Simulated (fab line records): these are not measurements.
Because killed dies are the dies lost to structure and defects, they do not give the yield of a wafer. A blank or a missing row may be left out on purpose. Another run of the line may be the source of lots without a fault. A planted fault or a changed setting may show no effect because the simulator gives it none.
Split-lot study | flow n5Finfet | route with 1938 steps; 7 lots, 21 wafers read

== ON THE SPLIT ==
At N5_BEOL_M4_EXPOSE_08 (exposes mask M4), the setting doseMj was moved away from the recipe's 41.25 on 3 of the 21 wafers read, by -5.4% to -2.4%. The other wafers ran this setting at the recipe's value.

== FROM THE SPLIT TO THE READING: what the file shows between them, 9 steps ==
- N5_BEOL_M4_PEB_09: peb time 60 s
- N5_BEOL_M4_DEVELOP_10: develop time 30 s
- N5_BEOL_M4_DESCUM_16: chemistry O2, time 7 s
- N5_BEOL_M4_ETCH_74: etches underlayer in N2/H2, target depth 6.5 nm, time 5.2 s
- N5_BEOL_M4_ETCH_63: etches SiARC in CF4, target depth 15.6 nm, time 26 s
- N5_BEOL_M4_ETCH_64: etches SOC in N2/H2, target depth 75 nm, overetch 22.5 nm, time 121.9 s
- N5_BEOL_M4_STRIP_65: strips in N2/H2
- N5_BEOL_M4_STRIP_75: strips in N2/H2
- N5_BEOL_M4_STRIP_66: strips in CF4

== THE READING ==
BEOL_M4.cdOffsetNm (the simulator's own value, which no gauge read), in nm, at N5_BEOL_M4_HM_OPEN_17 (chemistry Cl2/BCl3, target TiN, target depth 20 nm, overetch 6 nm). The file gives no usual value for it. Here, 18 wafers ran the recipe; their average is 0.1 nm with a standard deviation of 0.17 nm.

wafer  | tool, chamber at the split | doseMj as run | against the recipe | BEOL_M4.cdOffsetNm, nm | against lot-mates on the recipe
L076.2 | euvScanner-02, 0           | 41.25         | recipe             | 0                      | -
L076.3 | euvScanner-02, 0           | 41.25         | recipe             | 0.2                    | -
L076.4 | euvScanner-02, 0           | 41.25         | recipe             | 0.2                    | -
L078.2 | euvScanner-02, 0           | 41.25         | recipe             | 0                      | -
L078.3 | euvScanner-02, 0           | 41.25         | recipe             | 0                      | -
L078.5 | euvScanner-02, 0           | 41.25         | recipe             | 0                      | -
L080.1 | euvScanner-01, 0           | 39.02         | -5.4%              | -1                     | -1.4
L080.2 | euvScanner-01, 0           | 41.25         | recipe             | 0.4                    | -
L080.3 | euvScanner-01, 0           | 39.02         | -5.4%              | -0.8                   | -1.2
L083.1 | euvScanner-01, 0           | 41.25         | recipe             | 0.2                    | -
L083.3 | euvScanner-01, 0           | 41.25         | recipe             | 0                      | -
L083.6 | euvScanner-01, 0           | 41.25         | recipe             | -0.2                   | -
L084.2 | euvScanner-01, 0           | 41.25         | recipe             | -0.2                   | -
L084.3 | euvScanner-01, 0           | 41.25         | recipe             | 0                      | -
L084.4 | euvScanner-01, 0           | 41.25         | recipe             | 0                      | -
L086.2 | euvScanner-01, 0           | 41.25         | recipe             | -0.2                   | -
L086.4 | euvScanner-01, 0           | 41.25         | recipe             | 0                      | -
L086.6 | euvScanner-01, 0           | 41.25         | recipe             | 0                      | -
L097.3 | euvScanner-01, 0           | 41.25         | recipe             | 0.4                    | -
L097.5 | euvScanner-01, 0           | 40.25         | -2.4%              | -0.2                   | -0.5
L097.6 | euvScanner-01, 0           | 41.25         | recipe             | 0.2                    | -

THE FIT
A straight line over all 21 wafers: BEOL_M4.cdOffsetNm changes by +0.171 nm for each +1% of doseMj; r = +0.86; the points scatter about the line by 0.18 nm.
The same after taking each lot's own level away (the mean of its wafers on the recipe; 21 wafers): +0.238 nm for each +1%; r = +0.97; scatter 0.1 nm.
The reading moves by 1.3 nm for the largest change in doseMj, on that fit.
The lots' own levels span -0.07 to 0.40 nm, that is 2.7 times the standard deviation above.
In other words, the slope is changed by the lot-to-lot level; the two fits disagree.
Check: with one of the wafers moved furthest among these (-5.4%) left out of the fit, the line predicts -1.19 nm for it against its lot-mates. It came out at -1.4 nm against them.

== THESE WAFERS: OTHER SPLITS ==
Other splits were also applied to these wafers ahead of the reading. Each is held against what the fit with the lots' levels taken away leaves over:
other split on the same wafers | wafers away from the commonest value | r with BEOL_M4.cdOffsetNm (lot level and that fit taken away)
N5_BEOL_M0_SAQP_PECVD_97 timeS | 7                                    | +0.03
N5_BEOL_M1_EXPOSE_08 doseMj    | 5                                    | +0.06
N5_BEOL_M1_ETCH_64 sourceW     | 9                                    | -0.24
N5_BEOL_M2_SPUTTER_92 timeS    | 11                                   | +0.18
N5_BEOL_M4_COAT_05 spinRpm     | 4                                    | +0.12

== THE WHOLE CHAIN: every reading that the file lists as answering this split, in the file's order ==
step                  | what it does                                                            | reading                                                             | change (the file's fit)               | r (the file's)
N5_BEOL_M4_ETCH_74    | etches underlayer in N2/H2, target depth 6.5 nm, time 5.2 s             | BEOL_M4.cdOffsetNm (the simulator's own value, which no gauge read) | +0.212 nm for each +1% of the setting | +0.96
N5_BEOL_M4_ETCH_63    | etches SiARC in CF4, target depth 15.6 nm, time 26 s                    | BEOL_M4.cdOffsetNm (the simulator's own value, which no gauge read) | +0.219 nm for each +1% of the setting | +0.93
N5_BEOL_M4_ETCH_64    | etches SOC in N2/H2, target depth 75 nm, overetch 22.5 nm, time 121.9 s | BEOL_M4.cdOffsetNm (the simulator's own value, which no gauge read) | +0.19 nm for each +1% of the setting  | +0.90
N5_BEOL_M4_HM_OPEN_17 | chemistry Cl2/BCl3, target TiN, target depth 20 nm, overetch 6 nm       | BEOL_M4.cdOffsetNm (the simulator's own value, which no gauge read) | +0.235 nm for each +1% of the setting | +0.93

== FILE'S OWN FIT ==
BEOL_M4.cdOffsetNm changes by +0.235 nm for each +1% of doseMj, r = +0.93.
